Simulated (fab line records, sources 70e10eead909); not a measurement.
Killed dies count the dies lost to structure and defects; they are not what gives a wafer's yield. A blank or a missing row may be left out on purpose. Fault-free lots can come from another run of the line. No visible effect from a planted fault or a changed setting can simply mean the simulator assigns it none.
Which tool was responsible?	flow nand-harc	11 lots, 33 wafers sampled, at 1 step of a route of 1302

== WHAT EACH GAUGE READ, for each wafer ==
NHARC_P_ZERO_WELL_CD_MEAS_24: the cd target is 720 nm.
lot	measured	on	cd-nm (nm)
L692	day 1 22:28	cd-sem-02	720.6 722.8 716.9
L693	day 2 08:28	cd-sem-02	723.0 720.2 720.8
L695	day 3 04:28	cd-sem-01	718.3 716.9 721.7
L697	day 4 00:44	cd-sem-02	719.0 720.0 720.9
L701	day 5 16:37	cd-sem-01	721.4 719.0 717.3
L706	day 7 18:41	cd-sem-03	718.5 719.1 722.2
L708	day 8 14:30	cd-sem-03	723.8 720.3 723.7
L711	day 9 21:41	cd-sem-02	724.6 721.2 722.7
L712	day 10 06:36	cd-sem-01	719.7 719.6 719.4
L713	day 10 16:53	cd-sem-03	721.0 722.5 720.7
L715	day 11 12:22	cd-sem-02	722.7 722.7 719.3

== WHAT TOOL EACH LOT RAN ON (gives the tool, then ch and the chambers of the sampled wafers, and finally the start) ==
The record holds no process step before these readings.

== THE ANSWER, worked out from the rows above alone ==
Rule: usual is defined by the lots themselves. Put in order of their means at a reading, lots are off if they are a third of the lots or fewer, leave a main group of 4 or more, and stand apart from it by a gap of 3 or more times the standard deviation of the main group's means; of several such gaps the widest counts. A main group is skipped when, at the precision printed for the reading in the tables above, its means are all equal. Also off: a lot with no number at a reading for which 4 or more lots have one. Any other lot the step has rows for is counted as sound.
No lot is off on any of the readings shown, so nothing can be concluded from this.

== WHAT WAS PUT IN BY THE SIMULATOR ==
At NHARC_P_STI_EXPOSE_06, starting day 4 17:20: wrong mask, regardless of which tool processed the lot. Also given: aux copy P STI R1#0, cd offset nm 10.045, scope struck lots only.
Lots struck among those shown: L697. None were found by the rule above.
